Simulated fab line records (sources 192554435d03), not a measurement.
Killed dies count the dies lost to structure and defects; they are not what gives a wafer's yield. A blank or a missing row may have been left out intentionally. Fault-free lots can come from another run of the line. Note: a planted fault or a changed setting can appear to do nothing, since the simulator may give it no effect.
The tool behind it: which one?    flow n5_finfet    30 wafers from 10 lots sampled at 2 of the route's 1938 steps

## WHAT EACH GAUGE READ, for each wafer
N5_BEOL_M4_RC_MEAS_101.
lot   measured      on         DIBL_N (mV/V)   DIBL_P (mV/V)   IOFF_N (nA/um)  IOFF_P (nA/um)  ION_N (uA/um)  ION_P (uA/um)  SS_N (mV/dec)   SS_P (mV/dec)   VT_N (mV)    VT_P (mV)
L647  day 8 14:34   prober-01  36.8 36.2 37.5  37.7 35.5 37.9  0.16 0.14 0.17  0.26 0.24 0.28  687 669 689    483 466 482    72.0 71.4 71.9  74.3 73.4 73.8  247 251 246  -246 -245 -246
L656  day 10 19:53  prober-01  36.9 32.6 36.2  38.9 32.7 38.4  0.18 0.11 0.19  0.25 0.16 0.25  673 675 692    462 461 472    72.5 70.8 72.3  73.3 72.4 73.1  247 258 246  -249 -254 -246
L657  day 10 20:28  prober-02  38.0 37.5 39.2  39.3 38.2 40.2  0.22 0.17 0.25  0.24 0.21 0.26  696 675 702    471 455 467    71.9 72.6 71.9  73.7 73.8 73.8  245 248 242  -251 -253 -247
L659  day 11 20:29  prober-02  39.9 33.8 36.5  41.6 33.4 36.2  0.25 0.12 0.15  0.33 0.18 0.22  703 675 658    481 470 465    71.6 71.2 71.5  73.8 72.9 73.8  245 252 253  -243 -251 -247
L661  day 11 22:19  prober-01  41.3 36.2 35.9  41.0 35.4 33.3  0.29 0.17 0.14  0.34 0.23 0.19  697 689 667    476 479 455    71.5 71.1 71.7  74.8 73.6 72.6  239 246 251  -244 -246 -250
L663  day 12 06:49  prober-01  38.4 36.5 37.4  39.6 37.6 38.9  0.22 0.18 0.21  0.29 0.25 0.28  672 695 703    459 473 474    73.0 71.3 71.7  74.3 74.1 74.2  248 248 245  -246 -246 -244
L664  day 12 10:14  prober-01  38.1 39.1 36.4  38.7 39.5 35.6  0.18 0.20 0.16  0.23 0.24 0.19  679 674 685    459 458 465    72.0 71.9 71.9  73.5 73.8 73.0  246 246 249  -250 -250 -252
L665  day 12 10:40  prober-02  39.6 41.1 36.8  38.4 40.5 33.9  0.19 0.23 0.14  0.25 0.32 0.17  683 682 653    464 467 449    71.9 73.4 71.7  74.1 74.8 72.3  248 246 255  -251 -244 -253
L667  day 13 07:53  prober-02  40.7 35.8 39.5  41.8 35.6 41.2  0.23 0.14 0.22  0.30 0.20 0.28  679 662 677    467 462 464    72.8 71.7 73.2  73.9 73.1 74.6  244 252 246  -248 -252 -249
L669  day 13 13:46  prober-02  38.2 37.2 34.7  36.8 36.0 33.0  0.19 0.18 0.13  0.30 0.26 0.21  680 681 675    476 468 472    71.5 71.3 71.0  73.7 73.0 72.6  246 246 251  -242 -246 -248

N5_BEOL_M8_CD_MEAS_28: target cd 40 nm.
lot   measured      on         cd_nm (nm)
L647  day 9 23:58   cd_sem-01  40.06 39.87 39.50
L656  day 12 15:52  cd_sem-01  40.45 40.43 40.04
L657  day 12 16:21  cd_sem-02  39.93 40.40 40.05
L659  day 13 07:22  cd_sem-03  39.90 39.62 40.40
L661  day 13 11:50  cd_sem-01  40.17 39.54 40.25
L663  day 13 18:28  cd_sem-03  39.73 40.11 40.11
L664  day 13 18:25  cd_sem-02  39.87 40.10 39.89
L665  day 14 01:11  cd_sem-01  40.15 40.33 40.23
L667  day 15 01:11  cd_sem-01  40.09 40.22 39.89
L669  day 14 22:19  cd_sem-03  40.27 40.08 40.09

## EACH LOT AND THE TOOL THAT RAN IT (in order: tool; ch and the chambers of the sampled wafers; start)
Record: no process step prior to these readings.

## WHAT THE TOOLS THEMSELVES READ (means of the sampled wafers that have a number; where no wafer has one, the mark that the record gives instead)
The record holds no such reading with a usual standard deviation.

## THE ANSWER, worked out from the rows above alone
Rule: usual is defined by the lots themselves. The widest of any qualifying gaps counts: lots, ordered by their means at a reading, are off when they make up no more than a third of the lots, leave a main group of 4 or more, and stand apart from it by 3 or more times the standard deviation of that group's means. The tables above print the reading to a certain number of digits; a main group whose means all agree to those digits is not used. A lot without any number at a reading at which 4 lots or more have one is off too. All remaining lots with rows at the step are treated as sound. Order of review: gauges by route order, followed by the tools' own readings, for which a lot's mean as printed above is used. At the first step where some lot is off, the reading lying furthest off is the one used; lots without a number count as furthest.
Across all readings shown, no lot is off: no conclusion can be drawn from this.

## WHAT THE SIMULATOR HAD PUT IN
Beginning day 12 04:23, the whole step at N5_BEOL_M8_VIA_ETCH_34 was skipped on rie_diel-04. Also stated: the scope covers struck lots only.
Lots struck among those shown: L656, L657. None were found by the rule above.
